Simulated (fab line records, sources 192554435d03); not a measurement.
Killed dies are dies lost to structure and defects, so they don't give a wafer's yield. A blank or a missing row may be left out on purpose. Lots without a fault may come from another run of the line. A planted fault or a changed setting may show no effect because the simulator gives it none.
One fault seen from 2 desks | flow n5_finfet | each desk has only its own numbers; what lay behind them comes last

THE METROLOGY DESK
What the gauges read, lot by lot, whatever tool the lot ran on: means of the sampled wafers that have a number. A lot is out of limits, marked OUT, if its mean lies more than 4 standard deviations from the usual mean; the brackets give that distance. Of its 10 readings 7 are shown: those that lie furthest out on some lot.
Columns: A = DIBL_N at N5_BEOL_M4_RC_MEAS_101, usual 36.2 mV/V; B = IOFF_N at N5_BEOL_M4_RC_MEAS_101, usual 0.155 nA/um; C = IOFF_P at N5_BEOL_M4_RC_MEAS_101, usual 0.216 nA/um; D = ION_P at N5_BEOL_M4_RC_MEAS_101, usual 464 uA/um; E = SS_N at N5_BEOL_M4_RC_MEAS_101, usual 71.5 mV/dec; F = SS_P at N5_BEOL_M4_RC_MEAS_101, usual 73.3 mV/dec; G = VT_P at N5_BEOL_M4_RC_MEAS_101, usual -249.3 mV
lot  | first seen here | A    | B     | C     | D   | E    | F    | G
L801 | day 8 10:04     | 35.0 | 0.121 | 0.174 | 453 | 71.2 | 73.0 | -252.1
L805 | day 9 10:46     | 37.4 | 0.180 | 0.268 | 473 | 72.4 | 73.7 | -244.4
L809 | day 10 23:29    | 33.4 | 0.142 | 0.212 | 466 | 70.8 | 72.6 | -247.3
L810 | day 11 01:13    | 36.1 | 0.146 | 0.229 | 471 | 70.9 | 72.4 | -247.2
L815 | day 12 07:28    | 37.4 | 0.184 | 0.251 | 469 | 71.8 | 74.0 | -245.2
L821 | day 13 22:28    | 35.6 | 0.136 | 0.206 | 465 | 71.0 | 72.9 | -248.1
This desk's finding: nothing out of limits on any of the 6 lots.

THE TOOL OWNER'S DESK: rie_diel-04
The tool's own readings at N5_BEOL_M4_ETCH_41 (etches SiCN in CH3F/O2, target depth 29.9 nm, time 52.5 s): means of the sampled wafers that have a number, for each lot that ran on this tool. A lot is out of limits, marked OUT, if its mean lies more than 4 standard deviations from the usual mean; the brackets give that distance.
Columns: A = drypump_motor_current_A at N5_BEOL_M4_ETCH_41, usual 5.7 A; B = oes_product_au at N5_BEOL_M4_ETCH_41, usual 0.82 a.u.; C = rf_vpp_V at N5_BEOL_M4_ETCH_41, usual 297.3 V; D = showerhead_plenum_p_Torr at N5_BEOL_M4_ETCH_41, usual 2.00 Torr; E = throttle_valve_pct at N5_BEOL_M4_ETCH_41, usual 16.24 %
lot  | first seen here | A   | B    | C     | D    | E
L801 | day 8 04:45     | 5.6 | 0.85 | 296.6 | 2.00 | 16.17
L809 | day 10 18:59    | 5.9 | 0.94 | 296.4 | 1.96 | 16.26
L810 | day 10 19:34    | 5.9 | 0.94 | 297.0 | 1.96 | 16.26
This desk's finding: nothing out of limits on any of the 3 lots.

PUT TOGETHER
The metrology desk saw nothing out of limits.
The tool owner's desk saw nothing out of limits.

WHAT THE SIMULATOR HAD PUT IN
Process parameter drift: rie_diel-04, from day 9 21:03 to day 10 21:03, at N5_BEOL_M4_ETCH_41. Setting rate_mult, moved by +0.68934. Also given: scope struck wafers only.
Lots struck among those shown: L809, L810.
